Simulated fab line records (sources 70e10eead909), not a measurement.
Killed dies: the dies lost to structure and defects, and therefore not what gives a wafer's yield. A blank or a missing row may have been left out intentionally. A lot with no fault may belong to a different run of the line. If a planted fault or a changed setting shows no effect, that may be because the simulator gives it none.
Matching of chambers :: flow nand_harc :: rie_diel-02 running NHARC_A_BONDPAD_ETCH_34: 4 sister chambers
The step etches the open film in N2/H2, target depth 60 nm, overetch 18 nm, time 65.91 s. 45 wafers are shown with their chamber, then 12 later ones without.

## WAFERS WITH THEIR CHAMBER
wafer: L074.1
chamber: 0
drypump_motor_current_A (A): 5.0
rf_vpp_V (V): 427.7
oes_product_au (a.u.): 1.003

wafer: L074.2
chamber: 1
drypump_motor_current_A (A): 5.8
rf_vpp_V (V): 433.3
oes_product_au (a.u.): 0.984

wafer: L074.5
chamber: 1
drypump_motor_current_A (A): 5.9
rf_vpp_V (V): 434.7
oes_product_au (a.u.): 0.973

wafer: L077.2
chamber: 2
drypump_motor_current_A (A): 5.3
rf_vpp_V (V): 434.1
oes_product_au (a.u.): 1.000

wafer: L077.3
chamber: 1
drypump_motor_current_A (A): 5.9
rf_vpp_V (V): 431.8
oes_product_au (a.u.): 0.968

wafer: L077.5
chamber: 3
drypump_motor_current_A (A): 6.2
rf_vpp_V (V): 431.8
oes_product_au (a.u.): 0.999

wafer: L076.3
chamber: 2
drypump_motor_current_A (A): 5.3
rf_vpp_V (V): 433.7
oes_product_au (a.u.): 1.006

wafer: L076.4
chamber: 1
drypump_motor_current_A (A): 5.9
rf_vpp_V (V): 433.6
oes_product_au (a.u.): 0.972

wafer: L076.5
chamber: 0
drypump_motor_current_A (A): 5.0
rf_vpp_V (V): 428.3
oes_product_au (a.u.): 0.999

wafer: L075.2
chamber: 3
drypump_motor_current_A (A): 6.2
rf_vpp_V (V): 432.0
oes_product_au (a.u.): 0.982

wafer: L075.4
chamber: 2
drypump_motor_current_A (A): 5.3
rf_vpp_V (V): 434.0
oes_product_au (a.u.): 1.001

wafer: L075.5
chamber: 0
drypump_motor_current_A (A): 5.0
rf_vpp_V (V): 428.4
oes_product_au (a.u.): 0.994

wafer: L078.1
chamber: 1
drypump_motor_current_A (A): 5.9
rf_vpp_V (V): 433.4
oes_product_au (a.u.): 0.971

wafer: L078.2
chamber: 0
drypump_motor_current_A (A): 5.1
rf_vpp_V (V): 429.0
oes_product_au (a.u.): 1.006

wafer: L078.5
chamber: 3
drypump_motor_current_A (A): 6.2
rf_vpp_V (V): 431.7
oes_product_au (a.u.): 1.006

wafer: L079.1
chamber: 1
drypump_motor_current_A (A): 5.9
rf_vpp_V (V): 434.0
oes_product_au (a.u.): 0.975

wafer: L079.3
chamber: 3
drypump_motor_current_A (A): 6.2
rf_vpp_V (V): 431.4
oes_product_au (a.u.): 0.995

wafer: L079.4
chamber: 0
drypump_motor_current_A (A): 5.0
rf_vpp_V (V): 428.7
oes_product_au (a.u.): 1.005

wafer: L081.1
chamber: 3
drypump_motor_current_A (A): 6.2
rf_vpp_V (V): 432.0
oes_product_au (a.u.): 1.007

wafer: L081.2
chamber: 1
drypump_motor_current_A (A): 5.9
rf_vpp_V (V): 432.4
oes_product_au (a.u.): 0.993

wafer: L081.3
chamber: 0
drypump_motor_current_A (A): 5.0
rf_vpp_V (V): 428.5
oes_product_au (a.u.): 1.013

wafer: L080.3
chamber: 0
drypump_motor_current_A (A): 5.0
rf_vpp_V (V): 429.9
oes_product_au (a.u.): 1.005

wafer: L080.5
chamber: 1
drypump_motor_current_A (A): 5.9
rf_vpp_V (V): 433.5
oes_product_au (a.u.): 0.992

wafer: L080.6
chamber: 2
drypump_motor_current_A (A): 5.3
rf_vpp_V (V): 433.5
oes_product_au (a.u.): 0.999

wafer: L083.2
chamber: 3
drypump_motor_current_A (A): 6.2
rf_vpp_V (V): 431.1
oes_product_au (a.u.): 1.000

wafer: L083.4
chamber: 2
drypump_motor_current_A (A): 5.3
rf_vpp_V (V): 434.4
oes_product_au (a.u.): 1.007

wafer: L083.6
chamber: 0
drypump_motor_current_A (A): 5.0
rf_vpp_V (V): 429.1
oes_product_au (a.u.): 1.011

wafer: L082.3
chamber: 0
drypump_motor_current_A (A): 5.0
rf_vpp_V (V): 426.8
oes_product_au (a.u.): 1.003

wafer: L082.4
chamber: 1
drypump_motor_current_A (A): 5.9
rf_vpp_V (V): 432.9
oes_product_au (a.u.): 1.003

wafer: L082.5
chamber: 2
drypump_motor_current_A (A): 5.3
rf_vpp_V (V): 434.2
oes_product_au (a.u.): 1.009

wafer: L086.3
chamber: 3
drypump_motor_current_A (A): 6.2
rf_vpp_V (V): 431.5
oes_product_au (a.u.): 0.998

wafer: L086.4
chamber: 0
drypump_motor_current_A (A): 5.0
rf_vpp_V (V): 427.3
oes_product_au (a.u.): 1.021

wafer: L086.6
chamber: 1
drypump_motor_current_A (A): 5.9
rf_vpp_V (V): 430.2
oes_product_au (a.u.): 0.986

wafer: L087.2
chamber: 1
drypump_motor_current_A (A): 5.9
rf_vpp_V (V): 433.6
oes_product_au (a.u.): 1.005

wafer: L087.5
chamber: 1
drypump_motor_current_A (A): 5.9
rf_vpp_V (V): 434.3
oes_product_au (a.u.): 0.990

wafer: L087.6
chamber: 2
drypump_motor_current_A (A): 5.3
rf_vpp_V (V): 434.7
oes_product_au (a.u.): 1.003

wafer: L089.1
chamber: 3
drypump_motor_current_A (A): 6.2
rf_vpp_V (V): 433.0
oes_product_au (a.u.): 1.011

wafer: L089.3
chamber: 1
drypump_motor_current_A (A): 5.9
rf_vpp_V (V): 431.6
oes_product_au (a.u.): 1.001

wafer: L089.6
chamber: 0
drypump_motor_current_A (A): 5.0
rf_vpp_V (V): 428.3
oes_product_au (a.u.): 1.014

wafer: L092.1
chamber: 1
drypump_motor_current_A (A): 5.9
rf_vpp_V (V): 432.5
oes_product_au (a.u.): 1.000

wafer: L092.3
chamber: 2
drypump_motor_current_A (A): 5.3
rf_vpp_V (V): 432.5
oes_product_au (a.u.): 0.996

wafer: L092.6
chamber: 2
drypump_motor_current_A (A): 5.3
rf_vpp_V (V): 434.8
oes_product_au (a.u.): 1.006

wafer: L090.3
chamber: 0
drypump_motor_current_A (A): 5.0
rf_vpp_V (V): 428.4
oes_product_au (a.u.): 1.011

wafer: L090.4
chamber: 2
drypump_motor_current_A (A): 5.3
rf_vpp_V (V): 435.2
oes_product_au (a.u.): 1.007

wafer: L090.5
chamber: 2
drypump_motor_current_A (A): 5.3
rf_vpp_V (V): 432.8
oes_product_au (a.u.): 1.002

SIGNATURES (means of the wafers above)
reading: drypump_motor_current_A
chamber 0: 5.008
chamber 1: 5.893
chamber 2: 5.300
chamber 3: 6.200
scatter within a chamber: 0.0212

reading: rf_vpp_V
chamber 0: 428.367
chamber 1: 432.986
chamber 2: 433.991
chamber 3: 431.812
scatter within a chamber: 0.927

reading: oes_product_au
chamber 0: 1.00708
chamber 1: 0.98664
chamber 2: 1.00327
chamber 3: 0.99975
scatter within a chamber: 0.00926
Rule: for each reading, subtract the chamber's mean from the wafer's reading, divide by that reading's scatter and square the result; add these up over the readings and take the root, which gives the wafer's distance from the chamber. The wafer belongs to the nearest chamber; if the next one is less than 2 further off, it can't be placed. The scatter: take each reading less its chamber's mean, square it, sum over the shown wafers, divide by the number of wafers less the number of chambers, and take the root.

## WAFERS WHOSE CHAMBER IS MISSING
wafer: L094.1
drypump_motor_current_A (A): 5.9
rf_vpp_V (V): 433.5
oes_product_au (a.u.): 1.006

wafer: L094.2
drypump_motor_current_A (A): 6.2
rf_vpp_V (V): 432.7
oes_product_au (a.u.): 0.996

wafer: L094.5
drypump_motor_current_A (A): 5.9
rf_vpp_V (V): 433.1
oes_product_au (a.u.): 1.004

wafer: L095.2
drypump_motor_current_A (A): 5.3
rf_vpp_V (V): 433.8
oes_product_au (a.u.): 1.006

wafer: L095.3
drypump_motor_current_A (A): 6.2
rf_vpp_V (V): 430.8
oes_product_au (a.u.): 0.994

wafer: L095.5
drypump_motor_current_A (A): 5.9
rf_vpp_V (V): 432.3
oes_product_au (a.u.): 1.005

wafer: L097.3
drypump_motor_current_A (A): 5.3
rf_vpp_V (V): 433.9
oes_product_au (a.u.): 1.008

wafer: L097.4
drypump_motor_current_A (A): 6.2
rf_vpp_V (V): 431.7
oes_product_au (a.u.): 0.986

wafer: L097.6
drypump_motor_current_A (A): 5.3
rf_vpp_V (V): 434.4
oes_product_au (a.u.): 1.004

wafer: L096.3
drypump_motor_current_A (A): 5.3
rf_vpp_V (V): 433.2
oes_product_au (a.u.): 1.012

wafer: L096.5
drypump_motor_current_A (A): 5.3
rf_vpp_V (V): 434.8
oes_product_au (a.u.): 1.014

wafer: L096.6
drypump_motor_current_A (A): 5.9
rf_vpp_V (V): 433.5
oes_product_au (a.u.): 0.981

## WHICH CHAMBER EACH WENT THROUGH
wafer: L094.1
from the rows above: 1
in truth: 1

wafer: L094.2
from the rows above: 3
in truth: 3

wafer: L094.5
from the rows above: 1
in truth: 1

wafer: L095.2
from the rows above: 2
in truth: 2

wafer: L095.3
from the rows above: 3
in truth: 3

wafer: L095.5
from the rows above: 1
in truth: 1

wafer: L097.3
from the rows above: 2
in truth: 2

wafer: L097.4
from the rows above: 3
in truth: 3

wafer: L097.6
from the rows above: 2
in truth: 2

wafer: L096.3
from the rows above: 2
in truth: 2

wafer: L096.5
from the rows above: 2
in truth: 2

wafer: L096.6
from the rows above: 1
in truth: 1
Placed correctly: 12 of 12. Left unplaced by these rows: 0. Number placed wrongly: 0.
